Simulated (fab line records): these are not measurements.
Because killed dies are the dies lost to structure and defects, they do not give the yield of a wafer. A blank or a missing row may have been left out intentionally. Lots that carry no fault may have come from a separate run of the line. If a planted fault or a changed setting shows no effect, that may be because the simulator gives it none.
Split-lot trial || flow n5_finfet || route with 1938 steps; 7 lots, 39 wafers read

## THE SPLIT ITSELF
At N5_DUMMY_GATE_ETCH_37 (etches SOC in N2/H2, target depth 60 nm, overetch 30 nm), the setting source_w was moved away from the recipe's 840 W on 15 of the 39 wafers read, by -19.1% to +16.6%. The other wafers ran this setting at the recipe's value.

The reading comes from the split's own step.

## THE READING
rf_vpp_V, in V, at N5_DUMMY_GATE_ETCH_37 (etches SOC in N2/H2, target depth 60 nm, overetch 30 nm). Typical for fault-free wafers on this fab line: 523.8 V, with standard deviation 2.6 V.

{"wafer": "L076.1", "tool, chamber at the split": "rie_diel-04, 1", "source_w as run, W": 979.4, "against the recipe": "+16.6%", "rf_vpp_V, V": 502.1, "against lot-mates on the recipe": -21.6}
{"wafer": "L076.2", "tool, chamber at the split": "rie_diel-04, 0", "source_w as run, W": 979.4, "against the recipe": "+16.6%", "rf_vpp_V, V": 493.5, "against lot-mates on the recipe": -30.2}
{"wafer": "L076.3", "tool, chamber at the split": "rie_diel-04, 2", "source_w as run, W": 979.4, "against the recipe": "+16.6%", "rf_vpp_V, V": 496.2, "against lot-mates on the recipe": -27.5}
{"wafer": "L076.4", "tool, chamber at the split": "rie_diel-04, 3", "source_w as run, W": 840, "against the recipe": "recipe", "rf_vpp_V, V": 525.5, "against lot-mates on the recipe": "-"}
{"wafer": "L076.5", "tool, chamber at the split": "rie_diel-04, 0", "source_w as run, W": 840, "against the recipe": "recipe", "rf_vpp_V, V": 519.9, "against lot-mates on the recipe": "-"}
{"wafer": "L076.6", "tool, chamber at the split": "rie_diel-04, 3", "source_w as run, W": 840, "against the recipe": "recipe", "rf_vpp_V, V": 525.8, "against lot-mates on the recipe": "-"}
{"wafer": "L077.1", "tool, chamber at the split": "rie_diel-01, 1", "source_w as run, W": 840, "against the recipe": "recipe", "rf_vpp_V, V": 524.7, "against lot-mates on the recipe": "-"}
{"wafer": "L077.2", "tool, chamber at the split": "rie_diel-01, 0", "source_w as run, W": 840, "against the recipe": "recipe", "rf_vpp_V, V": 524.3, "against lot-mates on the recipe": "-"}
{"wafer": "L077.4", "tool, chamber at the split": "rie_diel-01, 3", "source_w as run, W": 840, "against the recipe": "recipe", "rf_vpp_V, V": 522.2, "against lot-mates on the recipe": "-"}
{"wafer": "L083.1", "tool, chamber at the split": "rie_diel-04, 1", "source_w as run, W": 972.2, "against the recipe": "+15.7%", "rf_vpp_V, V": 501.4, "against lot-mates on the recipe": -19.1}
{"wafer": "L083.2", "tool, chamber at the split": "rie_diel-04, 3", "source_w as run, W": 972.2, "against the recipe": "+15.7%", "rf_vpp_V, V": 500.4, "against lot-mates on the recipe": -20.1}
{"wafer": "L083.3", "tool, chamber at the split": "rie_diel-04, 2", "source_w as run, W": 840, "against the recipe": "recipe", "rf_vpp_V, V": 522.1, "against lot-mates on the recipe": "-"}
{"wafer": "L083.4", "tool, chamber at the split": "rie_diel-04, 0", "source_w as run, W": 840, "against the recipe": "recipe", "rf_vpp_V, V": 520.3, "against lot-mates on the recipe": "-"}
{"wafer": "L083.5", "tool, chamber at the split": "rie_diel-04, 0", "source_w as run, W": 840, "against the recipe": "recipe", "rf_vpp_V, V": 519.1, "against lot-mates on the recipe": "-"}
{"wafer": "L083.6", "tool, chamber at the split": "rie_diel-04, 3", "source_w as run, W": 972.2, "against the recipe": "+15.7%", "rf_vpp_V, V": 500.3, "against lot-mates on the recipe": -20.2}
{"wafer": "L086.1", "tool, chamber at the split": "rie_diel-01, 2", "source_w as run, W": 840, "against the recipe": "recipe", "rf_vpp_V, V": 522.1, "against lot-mates on the recipe": "-"}
{"wafer": "L086.2", "tool, chamber at the split": "rie_diel-01, 1", "source_w as run, W": 679.6, "against the recipe": "-19.1%", "rf_vpp_V, V": 562.1, "against lot-mates on the recipe": "+39.6"}
{"wafer": "L086.3", "tool, chamber at the split": "rie_diel-01, 0", "source_w as run, W": 840, "against the recipe": "recipe", "rf_vpp_V, V": 524.3, "against lot-mates on the recipe": "-"}
{"wafer": "L086.4", "tool, chamber at the split": "rie_diel-01, 3", "source_w as run, W": 679.6, "against the recipe": "-19.1%", "rf_vpp_V, V": 560.4, "against lot-mates on the recipe": "+37.9"}
{"wafer": "L086.5", "tool, chamber at the split": "rie_diel-01, 1", "source_w as run, W": 679.6, "against the recipe": "-19.1%", "rf_vpp_V, V": 563.4, "against lot-mates on the recipe": "+40.9"}
{"wafer": "L086.6", "tool, chamber at the split": "rie_diel-01, 2", "source_w as run, W": 840, "against the recipe": "recipe", "rf_vpp_V, V": 521.0, "against lot-mates on the recipe": "-"}
{"wafer": "L089.1", "tool, chamber at the split": "rie_diel-06, 3", "source_w as run, W": 840, "against the recipe": "recipe", "rf_vpp_V, V": 521.3, "against lot-mates on the recipe": "-"}
{"wafer": "L089.2", "tool, chamber at the split": "rie_diel-06, 1", "source_w as run, W": 840, "against the recipe": "recipe", "rf_vpp_V, V": 523.6, "against lot-mates on the recipe": "-"}
{"wafer": "L089.3", "tool, chamber at the split": "rie_diel-06, 0", "source_w as run, W": 950.2, "against the recipe": "+13.1%", "rf_vpp_V, V": 503.7, "against lot-mates on the recipe": -18.9}
{"wafer": "L089.4", "tool, chamber at the split": "rie_diel-06, 0", "source_w as run, W": 950.2, "against the recipe": "+13.1%", "rf_vpp_V, V": 503.2, "against lot-mates on the recipe": -19.4}
{"wafer": "L089.5", "tool, chamber at the split": "rie_diel-06, 1", "source_w as run, W": 840, "against the recipe": "recipe", "rf_vpp_V, V": 522.9, "against lot-mates on the recipe": "-"}
{"wafer": "L089.6", "tool, chamber at the split": "rie_diel-06, 3", "source_w as run, W": 950.2, "against the recipe": "+13.1%", "rf_vpp_V, V": 499.2, "against lot-mates on the recipe": -23.4}
{"wafer": "L090.1", "tool, chamber at the split": "rie_diel-04, 1", "source_w as run, W": 840, "against the recipe": "recipe", "rf_vpp_V, V": 526.4, "against lot-mates on the recipe": "-"}
{"wafer": "L090.2", "tool, chamber at the split": "rie_diel-04, 2", "source_w as run, W": 840, "against the recipe": "recipe", "rf_vpp_V, V": 522.7, "against lot-mates on the recipe": "-"}
{"wafer": "L090.3", "tool, chamber at the split": "rie_diel-04, 0", "source_w as run, W": 840, "against the recipe": "recipe", "rf_vpp_V, V": 529.3, "against lot-mates on the recipe": "-"}
{"wafer": "L090.4", "tool, chamber at the split": "rie_diel-04, 3", "source_w as run, W": 840, "against the recipe": "recipe", "rf_vpp_V, V": 524.9, "against lot-mates on the recipe": "-"}
{"wafer": "L090.5", "tool, chamber at the split": "rie_diel-04, 2", "source_w as run, W": 840, "against the recipe": "recipe", "rf_vpp_V, V": 520.8, "against lot-mates on the recipe": "-"}
{"wafer": "L090.6", "tool, chamber at the split": "rie_diel-04, 3", "source_w as run, W": 840, "against the recipe": "recipe", "rf_vpp_V, V": 525.5, "against lot-mates on the recipe": "-"}
{"wafer": "L096.1", "tool, chamber at the split": "rie_diel-01, 3", "source_w as run, W": 840, "against the recipe": "recipe", "rf_vpp_V, V": 522.1, "against lot-mates on the recipe": "-"}
{"wafer": "L096.2", "tool, chamber at the split": "rie_diel-01, 0", "source_w as run, W": 694.9, "against the recipe": "-17.3%", "rf_vpp_V, V": 559.1, "against lot-mates on the recipe": "+35.2"}
{"wafer": "L096.3", "tool, chamber at the split": "rie_diel-01, 1", "source_w as run, W": 840, "against the recipe": "recipe", "rf_vpp_V, V": 525.1, "against lot-mates on the recipe": "-"}
{"wafer": "L096.4", "tool, chamber at the split": "rie_diel-01, 2", "source_w as run, W": 694.9, "against the recipe": "-17.3%", "rf_vpp_V, V": 556.6, "against lot-mates on the recipe": "+32.7"}
{"wafer": "L096.5", "tool, chamber at the split": "rie_diel-01, 0", "source_w as run, W": 840, "against the recipe": "recipe", "rf_vpp_V, V": 524.4, "against lot-mates on the recipe": "-"}
{"wafer": "L096.6", "tool, chamber at the split": "rie_diel-01, 3", "source_w as run, W": 694.9, "against the recipe": "-17.3%", "rf_vpp_V, V": 557.8, "against lot-mates on the recipe": "+33.9"}

FIT RESULTS
A straight line over all 39 wafers: rf_vpp_V changes by -1.78 V for each +1% of source_w; r = -0.99; the points scatter about the line by 3.1 V.
The same after taking each lot's own level away (the mean of its wafers on the recipe; 39 wafers): -1.75 V for each +1%; r = -0.98; scatter 3.3 V.
That fit puts the effect of the largest move of source_w on the reading at 33 V.
Measured against the standard deviation above, the lots' own levels, which go from 520.50 to 524.93 V, span 1.7 times it.
Consequently the slope shifts little with the lot-to-lot level, the two slopes agreeing.
Check: +34.5 V against its lot-mates is what the line predicts for one of the wafers moved furthest among these (-19.1%) when that wafer is left out of the fit. Against them it came out at +39.6 V.
Tool readings at the split's step, against how far the setting was moved: rf_vpp_V r = -0.99.

## ADDITIONAL SPLITS CARRIED BY THESE WAFERS
Other splits were also applied to these wafers ahead of the reading. Each is held against what the fit with the lots' levels taken away leaves over:
{"other split on the same wafers": "N5_FIN_SAQP_ETCH_52 source_w", "wafers away from the commonest value": 15, "r with rf_vpp_V (lot level and that fit taken away)": -0.18}

## THE WHOLE CHAIN: every reading that the file lists as answering this split, in the file's order
{"step": "N5_DUMMY_GATE_ETCH_37", "what it does": "etches SOC in N2/H2, target depth 60 nm, overetch 30 nm", "reading": "rf_vpp_V", "change (the file's fit)": "-1.74 V for each +1% of the setting", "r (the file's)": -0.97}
{"step": "N5_DUMMY_GATE_ETCH_37", "what it does": "etches SOC in N2/H2, target depth 60 nm, overetch 30 nm", "reading": "SiARC_of_DUMMY_GATE_COAT_35.thk_nm (the simulator's own value, which no gauge read)", "change (the file's fit)": "-0.0321 nm for each +1% of the setting", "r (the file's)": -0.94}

## FILE'S OWN FIT
rf_vpp_V changes by -1.74 V for each +1% of source_w, r = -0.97.
